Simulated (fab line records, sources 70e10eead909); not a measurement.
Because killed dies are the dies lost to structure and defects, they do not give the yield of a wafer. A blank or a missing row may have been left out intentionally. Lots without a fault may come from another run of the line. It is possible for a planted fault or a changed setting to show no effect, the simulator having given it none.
fab line records -- flow nand-harc
record lots=14, wafers=42, last-day=32
route steps=1302 shown P_M2@341 A_BONDPAD@1221 THIN_TSV@1269 END@1302
lots untouched by any fault: they come from a run of this same line in which no faults occurred
start-h: hours from the record's opening day to when the first of the lot's shown wafers began -- wait-h: time in hours since the lot's previous step -- " repeats the value in the row above -- L1.1+2: a row that stands for several wafers -- - no value present, or no start provided -- * or withheld: withheld -- < > ~ a bound
route shown NAME@n: NAME is a module with steps in the file, n the number in the route of the first one -- usual: mean and standard deviation over wafers with no fault -- same: alike in all rows -- chamber/n: place in a boat -- sites: readings site by site -- _std_site: standard deviation of those values -- _edge_site: the outer-site mean with the inner-site mean subtracted -- radius-mm: how far each site lies from the wafer's centre -- mask NAME#n: copy n -- behind: the most recent tool/chamber to have shaped the wafer -- hold: why the lot went on hold/how many hours it stayed there/how the hold came to an end -- device: the n, p or np transistor that did not switch -- end of line: tests run on the same wafers once the route is complete -- where a step has no rows: the recipe by itself -- killed: dies that structure and defects cost at the first sort, which is not the same as the wafer's yield -- map: dies across one wafer; x = killed, . = not, _ = none there
set.NAME: setting as actually run; set.NAME@STEP: the setting as run at that earlier step -- model.NAME: the simulator's own value behind a step, which no gauge read
the route's steps for a sample of lots (tables are steps, rows are wafers)
services: when a tool's chamber went out of use (start-h, in hours from the record's first day, below 0 if earlier), for how many hours, and the reason
## steps
# step NHARC_P_M2_PVD_21
# recipe target-thk-a=300, chamber-pressure-pa=5, power-w=5000, substrate-temp-c=30, time-s=20.49, material=Cu
# usual substrate-temp-c=30.00/0.12, throttle-valve-pct=29.6/0.77
lot.wafer,tool,chamber,start-h,wait-h,substrate-temp-c,throttle-valve-pct
L317.2,pvd-sputter-02,-,135.76,-,30.23,30.8
L317.1,pvd-sputter-02,-,135.76,-,30.04,29.3
L317.5,pvd-sputter-02,-,135.76,-,30.27,31.0
L318.3,pvd-sputter-01,-,141.89,-,30.06,29.4
L318.6,pvd-sputter-01,-,141.89,-,30.01,31.4
L318.5,pvd-sputter-01,-,141.89,-,30.08,29.3
L319.2,pvd-sputter-01,-,151.82,-,30.02,29.3
L319.1,pvd-sputter-01,-,151.82,-,29.99,30.4
L319.3,pvd-sputter-01,-,151.82,-,29.68,28.4
L320.3,pvd-sputter-03,-,162.19,-,29.99,29.8
L320.2,pvd-sputter-03,-,162.19,-,30.01,29.1
L320.6,pvd-sputter-03,-,162.19,-,30.08,29.8
L322.4,pvd-sputter-01,-,175.51,-,29.97,28.9
L322.3,pvd-sputter-01,-,175.51,-,29.96,30.1
L322.5,pvd-sputter-01,-,175.51,-,29.84,29.0
L321.2,pvd-sputter-01,-,176.32,-,29.87,30.3
L321.4,pvd-sputter-01,-,176.32,-,30.06,28.6
L321.5,pvd-sputter-01,-,176.32,-,29.98,29.3
L325.1,pvd-sputter-02,-,210.71,-,30.16,29.4
L325.5,pvd-sputter-02,-,210.71,-,29.82,30.0
L325.6,pvd-sputter-02,-,210.71,-,29.99,30.7
L326.1,pvd-sputter-03,-,224.05,-,30.04,29.4
L326.5,pvd-sputter-03,-,224.05,-,30.02,29.4
L326.6,pvd-sputter-03,-,224.05,-,30.14,29.0
L329.4,pvd-sputter-02,-,259.15,-,29.94,29.9
L329.1,pvd-sputter-02,-,259.15,-,29.99,30.6
L329.5,pvd-sputter-02,-,259.15,-,29.83,29.4
L331.1,pvd-sputter-03,-,280.53,-,29.93,29.5
L331.4,pvd-sputter-03,-,280.53,-,30.10,29.4
L331.5,pvd-sputter-03,-,280.53,-,29.98,28.5
L334.1,pvd-sputter-03,-,303.26,-,30.08,28.6
L334.5,pvd-sputter-03,-,303.26,-,30.13,29.6
L334.6,pvd-sputter-03,-,303.26,-,30.13,29.1
L336.2,pvd-sputter-01,-,335.87,-,30.01,30.6
L336.4,pvd-sputter-01,-,335.87,-,30.06,29.9
L336.6,pvd-sputter-01,-,335.87,-,29.95,28.8
L337.3,pvd-sputter-03,-,336.35,-,30.24,29.2
L337.4,pvd-sputter-03,-,336.35,-,30.19,29.6
L337.1,pvd-sputter-03,-,336.35,-,29.86,28.9
L338.4,pvd-sputter-01,-,341.87,-,29.78,29.8
L338.3,pvd-sputter-01,-,341.87,-,29.94,28.6
L338.1,pvd-sputter-01,-,341.87,-,30.02,29.9
# step NHARC_A_BONDPAD_CD_MEAS_13
# usual cd-nm=499.2/1.8
lot.wafer,tool,chamber,start-h,wait-h,cd-nm
L319.1,cd-sem-03,-,540.94,-,499.8
L319.2,cd-sem-03,-,540.94,-,499.1
L319.3,cd-sem-03,-,540.94,-,495.1
L318.3,cd-sem-02,-,541.39,-,498.3
L318.5,cd-sem-02,-,541.39,-,499.6
L318.6,cd-sem-02,-,541.39,-,499.2
L317.1,cd-sem-01,-,542.54,-,500.4
L317.2,cd-sem-01,-,542.54,-,501.4
L317.5,cd-sem-01,-,542.54,-,497.6
L320.2,cd-sem-02,-,556.59,-,498.3
L320.3,cd-sem-02,-,556.59,-,500.6
L320.6,cd-sem-02,-,556.59,-,500.5
L321.2,cd-sem-03,-,570.38,-,497.0
L321.4,cd-sem-03,-,570.38,-,501.9
L321.5,cd-sem-03,-,570.38,-,499.3
L322.3,cd-sem-02,-,591.84,-,498.7
L322.4,cd-sem-02,-,591.84,-,500.0
L322.5,cd-sem-02,-,591.84,-,500.7
L325.1,cd-sem-02,-,597.90,-,500.1
L325.5,cd-sem-02,-,597.90,-,498.6
L325.6,cd-sem-02,-,597.90,-,499.2
L326.1,cd-sem-01,-,630.68,-,498.3
L326.5,cd-sem-01,-,630.68,-,499.3
L326.6,cd-sem-01,-,630.68,-,500.7
L329.1,cd-sem-02,-,654.26,-,499.9
L329.4,cd-sem-02,-,654.26,-,500.1
L329.5,cd-sem-02,-,654.26,-,499.7
L331.1,cd-sem-02,-,673.25,-,496.6
L331.4,cd-sem-02,-,673.25,-,498.1
L331.5,cd-sem-02,-,673.25,-,498.5
L334.5,cd-sem-02,-,680.88,-,499.0
L338.1,cd-sem-03,-,725.27,-,498.9
L338.3,cd-sem-03,-,725.27,-,498.6
L338.4,cd-sem-03,-,725.27,-,499.8
L337.3,cd-sem-02,-,729.73,-,497.3
L337.4,cd-sem-02,-,729.73,-,500.0
L336.2,cd-sem-01,-,730.48,-,498.8
L336.4,cd-sem-01,-,730.48,-,501.0
L336.6,cd-sem-01,-,730.48,-,500.5
# step NHARC_A_BONDPAD_DEGAS_25
# recipe temp-c=300, time-s=60
# usual heater-power-w=471/51
lot.wafer,tool,chamber,start-h,wait-h,heater-power-w
L319.1,pvd-sputter-02,-,541.62,-,529
L319.3,pvd-sputter-02,-,541.62,-,411
L319.2,pvd-sputter-02,-,541.62,-,455
L318.3,pvd-sputter-03,-,542.05,-,418
L318.5,pvd-sputter-03,-,542.05,-,406
L318.6,pvd-sputter-03,-,542.05,-,479
L317.2,pvd-sputter-02,-,543.21,-,449
L317.1,pvd-sputter-02,-,543.21,-,514
L317.5,pvd-sputter-02,-,543.21,-,415
L320.3,pvd-sputter-02,-,557.23,-,410
L320.2,pvd-sputter-02,-,557.23,-,450
L320.6,pvd-sputter-02,-,557.23,-,450
L321.4,pvd-sputter-03,-,571.01,-,443
L321.2,pvd-sputter-03,-,571.01,-,409
L321.5,pvd-sputter-03,-,571.01,-,445
L322.4,pvd-sputter-01,-,592.46,-,444
L322.3,pvd-sputter-01,-,592.46,-,507
L322.5,pvd-sputter-01,-,592.46,-,502
L325.1,pvd-sputter-03,-,598.54,-,408
L325.5,pvd-sputter-03,-,598.54,-,450
L325.6,pvd-sputter-03,-,598.54,-,578
L326.1,pvd-sputter-02,-,631.34,-,447
L326.5,pvd-sputter-02,-,631.34,-,453
L326.6,pvd-sputter-02,-,631.34,-,516
L329.1,pvd-sputter-03,-,654.90,-,555
L329.4,pvd-sputter-03,-,654.90,-,396
L329.5,pvd-sputter-03,-,654.90,-,443
L331.4,pvd-sputter-03,-,673.88,-,406
L331.1,pvd-sputter-03,-,673.88,-,491
L331.5,pvd-sputter-03,-,673.88,-,451
L334.5,pvd-sputter-03,-,681.53,-,566
L338.1,pvd-sputter-03,-,725.89,-,490
L338.3,pvd-sputter-03,-,725.89,-,420
L338.4,pvd-sputter-03,-,725.89,-,499
L337.4,pvd-sputter-01,-,730.39,-,495
L337.3,pvd-sputter-01,-,730.39,-,467
L336.2,pvd-sputter-01,-,731.31,-,456
L336.4,pvd-sputter-01,-,731.31,-,454
L336.6,pvd-sputter-01,-,731.31,-,466
# step NHARC_THIN_TSV_STRIP_62
# recipe power-w=1500, temp-c=250, time-s=20, chemistry=N2/H2
# usual drypump-motor-current-A=5.6/0.52, heater-power-w=318/19
lot.wafer,tool,chamber,start-h,wait-h,drypump-motor-current-A,heater-power-w,rf-hours-counter-h
L319.2,plasma-asher-02,1,558.10,-,5.2,302,27
L319.1,plasma-asher-02,0,558.10,-,5.0,297,27
L319.3,plasma-asher-02,1,558.10,-,5.2,299,-
L318.3,plasma-asher-01,0,559.36,-,5.7,332,-
L318.5,plasma-asher-01,0,559.36,-,5.7,328,-
L318.6,plasma-asher-01,1,559.36,-,6.3,345,-
L317.1,plasma-asher-01,0,560.40,-,5.7,339,7
L317.2,plasma-asher-01,1,560.40,-,6.3,346,7
L317.5,plasma-asher-01,0,560.40,-,5.7,334,-
L320.2,plasma-asher-02,1,574.93,-,5.3,298,31
L320.3,plasma-asher-02,1,574.93,-,5.2,310,-
L320.6,plasma-asher-02,1,574.93,-,5.2,302,-
L321.2,plasma-asher-01,1,589.34,-,6.3,344,14
L321.4,plasma-asher-01,1,589.34,-,6.3,339,-
L321.5,plasma-asher-01,1,589.34,-,6.3,339,-
L322.3,plasma-asher-01,1,612.34,-,6.3,339,-
L322.4,plasma-asher-01,0,612.34,-,5.7,328,-
L322.5,plasma-asher-01,0,612.34,-,5.7,346,-
L325.1,plasma-asher-01,0,613.30,-,5.7,329,19
L325.5,plasma-asher-01,0,613.30,-,5.7,340,-
L325.6,plasma-asher-01,1,613.30,-,6.4,341,-
L326.1,plasma-asher-02,1,646.83,-,5.2,296,7
L326.5,plasma-asher-02,0,646.83,-,5.0,312,-
L326.6,plasma-asher-02,1,646.83,-,5.2,298,-
L329.1,plasma-asher-01,1,672.53,-,6.3,335,32
L329.4,plasma-asher-01,0,672.53,-,5.7,338,-
L329.5,plasma-asher-01,1,672.53,-,6.3,340,-
L331.1,plasma-asher-01,1,690.69,-,6.3,338,36
L331.4,plasma-asher-01,1,690.69,-,6.3,343,-
L331.5,plasma-asher-01,1,690.69,-,6.3,344,-
L334.5,plasma-asher-02,0,696.60,-,5.0,304,-
L338.1,plasma-asher-02,1,749.61,-,5.2,294,28
L338.4,plasma-asher-02,0,749.61,-,4.9,301,-
L338.3,plasma-asher-02,1,749.61,-,5.2,296,-
L337.4,plasma-asher-02,1,750.74,-,5.2,287,-
L337.3,plasma-asher-02,0,750.74,-,5.0,309,-
L336.2,plasma-asher-02,0,751.87,-,5.0,308,29
L336.4,plasma-asher-02,0,751.87,-,5.0,304,-
L336.6,plasma-asher-02,0,751.87,-,5.0,296,-
# step NHARC_END_SORT_01
# recipe temp-c=25
# usual defect-limited-yield=91.2/2.6, killed-at-array=55/17, killed-at-other=1.1/1.6, killed-at-periphery=3.8/2.5, killed-dies=60/18, killed-open=3.3/1.9, killed-short=2.5/1.7
# same gross-dies=677
lot.wafer,tool,chamber,start-h,wait-h,defect-limited-yield[%],killed-at-array,killed-at-other,killed-at-periphery,killed-dies,killed-open,killed-short
L326.1,prober-02,0,659.79,2.5,96.0,18,6,3,27,5,2
L326.5,prober-02,0,662.92,3.6,95.6,19,7,4,30,3,1
L326.6,prober-02,0,663.70,3.9,96.6,15,4,4,23,3,1
L334.1,prober-01,0,711.23,2.5,0,63,0,614,677,2,5
L334.5,prober-01,0,714.47,3.7,87.0,86,0,2,88,3,1
L334.6,prober-01,0,715.28,4.0,0,78,0,599,677,5,3
L337.1,prober-02,0,764.96,2.5,0,26,1,650,677,7,1
L337.3,prober-02,0,766.55,3.1,93.8,39,2,1,42,4,2
L337.4,prober-02,0,767.35,3.4,96.0,22,0,5,27,1,3
# killed by level:class
L326.1 A_CHANNEL_HOLE_D1:chamber-film-flake=6 THIN_TSV:chamber-film-flake=5 A_CONTACT:chamber-film-flake=4 A_WL_FILL:geometric-particle:short=2 P_ZERO_WELL:chamber-film-flake=2 P_GATE:geometric-particle:open=1 A_ONON_D2:geometric-particle:open=1 A_CONTACT:geometric-particle:open=1
L326.5 A_CHANNEL_HOLE_D1:chamber-film-flake=8 THIN_TSV:chamber-film-flake=7 A_CONTACT:chamber-film-flake=3 P_ZERO_WELL:chamber-film-flake=2 A_SLIT:chamber-film-flake=2 P_M2:geometric-particle:open=1 A_ONON_D1:geometric-particle:open=1 A_ONON_D2:geometric-particle:open=1
L326.6 A_CHANNEL_HOLE_D1:chamber-film-flake=8 THIN_TSV:chamber-film-flake=4 A_CONTACT:chamber-film-flake=3 P_GATE:geometric-particle:short=1 P_GATE:geometric-particle:open=1 A_ONON_D1:geometric-particle:open=1 A_BLC:geometric-particle:open=1 P_ZERO_WELL:chamber-film-flake=1
L334.1 P_M2:area-pvd=610 A_CHANNEL_HOLE_D1:chamber-film-flake=26 A_SLIT:chamber-film-flake=15 A_CHANNEL_HOLE_D2:chamber-film-flake=6 A_STAIRCASE:chamber-film-flake=3 A_M1:chamber-film-flake=3 A_WL_FILL:geometric-particle:short=2 A_DECK1_JOINT:chamber-film-flake=2
L334.5 A_CHANNEL_HOLE_D1:chamber-film-flake=35 A_SLIT:chamber-film-flake=27 A_CHANNEL_HOLE_D2:chamber-film-flake=14 A_ZERO_WELL:chamber-film-flake=2 A_ONON_D1:geometric-particle:open=1 A_CHANNEL_HOLE_D1:geometric-particle:short=1 A_CHANNEL_FILL_D2:geometric-particle:open=1 A_M0:geometric-particle:open=1
L334.6 P_M2:area-pvd=594 A_CHANNEL_HOLE_D1:chamber-film-flake=34 A_SLIT:chamber-film-flake=18 A_CHANNEL_HOLE_D2:chamber-film-flake=7 A_STAIRCASE:chamber-film-flake=4 A_CONTACT:chamber-film-flake=4 A_CHANNEL_FILL_D2:geometric-particle:open=2 P_GATE:chamber-film-flake=2
L337.1 P_M2:area-pvd=646 A_CHANNEL_HOLE_D1:chamber-film-flake=6 A_SLIT:chamber-film-flake=5 A_CONTACT:chamber-film-flake=4 P_CONTACT:chamber-film-flake=3 A_M0:chamber-film-flake=3 A_CHANNEL_HOLE_D2:geometric-particle:open=2 A_M0:geometric-particle:open=2
L337.3 A_CHANNEL_HOLE_D1:chamber-film-flake=19 A_SLIT:chamber-film-flake=9 A_CONTACT:chamber-film-flake=3 THIN_TSV:chamber-film-flake=2 A_ONON_D1:geometric-particle:open=1 A_CHANNEL_FILL_D1:geometric-particle:open=1 A_ONON_D2:geometric-particle:open=1 A_CHANNEL_FILL_D2:geometric-particle:short=1
L337.4 A_CHANNEL_HOLE_D1:chamber-film-flake=10 P_CONTACT:chamber-film-flake=5 A_CONTACT:chamber-film-flake=3 A_CHANNEL_HOLE_D2:geometric-particle:short=2 A_SLIT:chamber-film-flake=2 A_SOURCE_PLATE:geometric-particle:open=1 A_SGD_CUT:geometric-particle:short=1 A_CHANNEL_HOLE_D2:chamber-film-flake=1
## services
tool,chamber,start-h,hours,kind
pvd-sputter-01,-,123.86,1.5,repair
plasma-asher-01,-,162.84,3.8,repair
plasma-asher-01,-,166.68,9.0,pm
pvd-sputter-03,-,172.59,10.0,pm
pvd-sputter-02,-,197.40,3.8,repair
pvd-sputter-01,-,209.98,1.1,repair
pvd-sputter-01,-,223.46,0.5,repair
pvd-sputter-01,-,226.00,10.0,pm
pvd-sputter-02,-,282.04,10.0,pm
pvd-sputter-03,-,297.40,0.5,repair
plasma-asher-01,-,310.26,0.9,repair
plasma-asher-01,-,312.94,2.1,repair
pvd-sputter-02,-,342.91,2.4,repair
plasma-asher-01,-,343.68,9.0,pm
pvd-sputter-03,-,350.59,10.0,pm
pvd-sputter-01,-,404.00,10.0,pm
pvd-sputter-03,-,426.84,4.1,repair
pvd-sputter-03,-,475.21,9.0,repair
pvd-sputter-01,-,514.06,2.0,repair
pvd-sputter-03,-,528.59,10.0,pm
pvd-sputter-01,-,582.00,10.0,pm
pvd-sputter-03,-,706.59,10.0,pm
pvd-sputter-01,-,713.55,1.3,repair
pvd-sputter-03,-,717.21,0.5,repair
## key
first-sign step=NHARC_END_SORT_01, reading=killed-at-periphery, direction=up, sigmas=99+, usual=3.8, struck=621
effect step=NHARC_END_SORT_01, reading=defect-limited-yield, direction=down, sigmas=35, usual=91.2, struck=0
more-kills-born-at NHARC_P_M2_PVD_21@pvd-sputter-03=1850
met-at NHARC_P_M2_PVD_21
struck-lots L334,L337
struck-wafers L334.1,L334.6,L337.1
later-rows-left-out L334.1,L334.6,L337.1
not-acting-at NHARC_A_BONDPAD_CD_MEAS_13,NHARC_A_BONDPAD_DEGAS_25,NHARC_THIN_TSV_STRIP_62
onset-between 280.53 303.26
fault kind=process-parameter-drift, tool=pvd-sputter-03, chamber=-, onset-h=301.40, steps=NHARC_P_M2_PVD_21, channel=target-thk-a, offset=*, shape=step, end-h=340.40, scope=struck-wafers-only, acts-in=*, stated=*
# later-rows-left-out: the simulator's readings of these wafers behind a module that went badly wrong aren't trusted and aren't shown, but for the sort
